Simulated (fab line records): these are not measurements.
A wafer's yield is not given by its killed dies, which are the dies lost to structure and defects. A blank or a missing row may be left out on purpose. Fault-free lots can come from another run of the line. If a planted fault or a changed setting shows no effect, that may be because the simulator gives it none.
Chamber matching + flow nand-harc + 4 sister chambers for NHARC_A_STAIRCASE_DESCUM_443 on rie-diel-09
The step chemistry O2, time 3 s. 8 wafers are shown with their chamber, then 10 later ones without.

## WAFERS WITH THEIR CHAMBER
| wafer  | chamber | drypump-motor-current-A (A) | showerhead-plenum-p-Torr (Torr) |
|--------|---------|-----------------------------|---------------------------------|
| L084.4 | 2       | 6.2                         | 1.95                            |
| L086.2 | 0       | 4.8                         | 1.89                            |
| L086.6 | 2       | 6.2                         | 1.94                            |
| L089.1 | 1       | 5.8                         | 1.93                            |
| L089.4 | 3       | 6.4                         | 1.94                            |
| L089.5 | 1       | 5.7                         | 1.93                            |
| L093.3 | 0       | 4.8                         | 1.89                            |
| L093.5 | 3       | 6.3                         | 1.93                            |

## WAFERS WHOSE CHAMBER IS MISSING
| wafer  | drypump-motor-current-A (A) | showerhead-plenum-p-Torr (Torr) |
|--------|-----------------------------|---------------------------------|
| L093.6 | 6.2                         | 1.94                            |
| L092.3 | 5.7                         | 1.93                            |
| L092.4 | 6.2                         | 1.94                            |
| L092.6 | 6.3                         | 1.93                            |
| L096.3 | 5.7                         | 1.93                            |
| L096.4 | 6.4                         | 1.93                            |
| L096.5 | 5.7                         | 1.93                            |
| L097.3 | 4.8                         | 1.89                            |
| L097.5 | 5.7                         | 1.93                            |
| L097.6 | 6.2                         | 1.94                            |

## WHICH CHAMBER EACH WENT THROUGH
| wafer  | from the rows above | in truth |
|--------|---------------------|----------|
| L093.6 | 2                   | 2        |
| L092.3 | 1                   | 1        |
| L092.4 | 2                   | 2        |
| L092.6 | 3                   | 3        |
| L096.3 | 1                   | 1        |
| L096.4 | 3                   | 3        |
| L096.5 | 1                   | 1        |
| L097.3 | 0                   | 0        |
| L097.5 | 1                   | 1        |
| L097.6 | 2                   | 2        |
10 of 10 placed correctly. Can't be placed from these rows: 0. 0 placed wrongly.
How it was worked out, from the rows above alone: a wafer's distance from a chamber is the root of the sum, over the readings, of the square of ((its reading less the chamber's mean) divided by the reading's scatter). The wafer belongs to the nearest chamber; if the next one is less than 2 further off, it can't be placed. The mean given for a chamber averages the wafers shown for that chamber. The scatter: take each reading less its chamber's mean, square it, sum over the shown wafers, divide by the number of wafers less the number of chambers, and take the root.
